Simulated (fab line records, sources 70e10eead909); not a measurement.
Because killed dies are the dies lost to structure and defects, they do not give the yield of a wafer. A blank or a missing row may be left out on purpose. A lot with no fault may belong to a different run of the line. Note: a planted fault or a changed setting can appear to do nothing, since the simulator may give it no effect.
Which of the tools did it? | flow nandHarc | 36 wafers from 12 lots sampled at 3 of the route's 1159 steps

== WHAT THE GAUGES READ, wafer by wafer ==
NHARC_P_GATE_CD_MEAS_26: the cd target is 120 nm.
lot  | measured     | on       | cdNm (nm)
L075 | day 5 05:53  | cdSem-03 | 120.8 121.0 119.7
L077 | day 5 09:10  | cdSem-02 | 119.9 117.9 119.8
L079 | day 5 21:58  | cdSem-03 | 119.9 119.9 120.1
L081 | day 6 12:55  | cdSem-01 | 119.3 117.4 118.2
L083 | day 6 18:56  | cdSem-03 | 121.4 121.6 120.7
L085 | day 7 20:51  | cdSem-02 | 119.4 119.5 118.4
L087 | day 7 21:11  | cdSem-01 | 120.9 120.4 120.4
L089 | day 8 15:49  | cdSem-01 | 120.2 120.5 121.0
L091 | day 8 21:10  | cdSem-03 | 118.9 119.5 118.4
L093 | day 9 10:21  | cdSem-02 | 118.1 119.3 119.0
L095 | day 9 19:22  | cdSem-02 | 120.2 119.3 119.1
L097 | day 10 11:50 | cdSem-03 | 119.4 117.8 120.3

== EACH LOT AND THE TOOL THAT RAN IT (in order: tool; ch and the chambers of the sampled wafers; start) ==
lot  | NHARC_P_ZERO_WELL_DESCUM_13      | NHARC_P_ZERO_WELL_ETCH_62
L075 | rieDiel-10 ch 0,1,3, day 1 19:25 | rieDiel-10 ch 1,3, day 5 05:53 or earlier
L077 | rieDiel-02 ch 1,3, day 2 07:20   | rieDiel-02 ch 1,2, day 5 09:10 or earlier
L079 | rieDiel-12 ch 1,2,3, day 2 19:25 | rieDiel-12 ch 0,2,3, day 5 21:58 or earlier
L081 | rieDiel-12 ch 0,3, day 3 07:24   | rieDiel-12 ch 1,2,3, day 6 12:55 or earlier
L083 | rieDiel-02 ch 1,3, day 3 19:17   | rieDiel-02 ch 0,2, day 6 18:56 or earlier
L085 | rieDiel-10 ch 1,2,3, day 4 07:17 | rieDiel-10 ch 0,1,3, day 7 20:51 or earlier
L087 | rieDiel-10 ch 2,3, day 4 19:24   | rieDiel-10 ch 1,2,3, day 7 21:11 or earlier
L089 | rieDiel-10 ch 0,2,3, day 5 07:18 | rieDiel-10 ch 0,2,3, day 8 15:49 or earlier
L091 | rieDiel-10 ch 0,2,3, day 5 19:18 | rieDiel-10 ch 0,1, day 8 21:10 or earlier
L093 | rieDiel-02 ch 0,1,3, day 6 07:29 | rieDiel-02 ch 0,2,3, day 9 10:21 or earlier
L095 | rieDiel-02 ch 0,1, day 6 19:25   | rieDiel-02 ch 0,1,2, day 9 19:22 or earlier
L097 | rieDiel-10 ch 0,3, day 7 07:19   | rieDiel-10 ch 0,3, day 10 11:50 or earlier
- NHARC_P_ZERO_WELL_DESCUM_13: chemistry O2, time 3 s.
- NHARC_P_ZERO_WELL_ETCH_62: etches the open film in CHF3/Ar, target depth 13 nm, time 6.5 s.

== THE ANSWER, worked out from the rows above alone ==
Rule: what is usual is taken from the lots themselves. The widest of any qualifying gaps counts: lots, ordered by their means at a reading, are off when they make up no more than a third of the lots, leave a main group of 4 or more, and stand apart from it by 3 or more times the standard deviation of that group's means. A main group whose means are all the same, to the digits that the tables above print for the reading, isn't used. A lot without any number at a reading at which 4 lots or more have one is off too. Where the step has rows for the other lots, those lots are counted as sound.
Across all readings shown, no lot is off: no conclusion can be drawn from this.

== WHAT THE SIMULATOR HAD PUT IN ==
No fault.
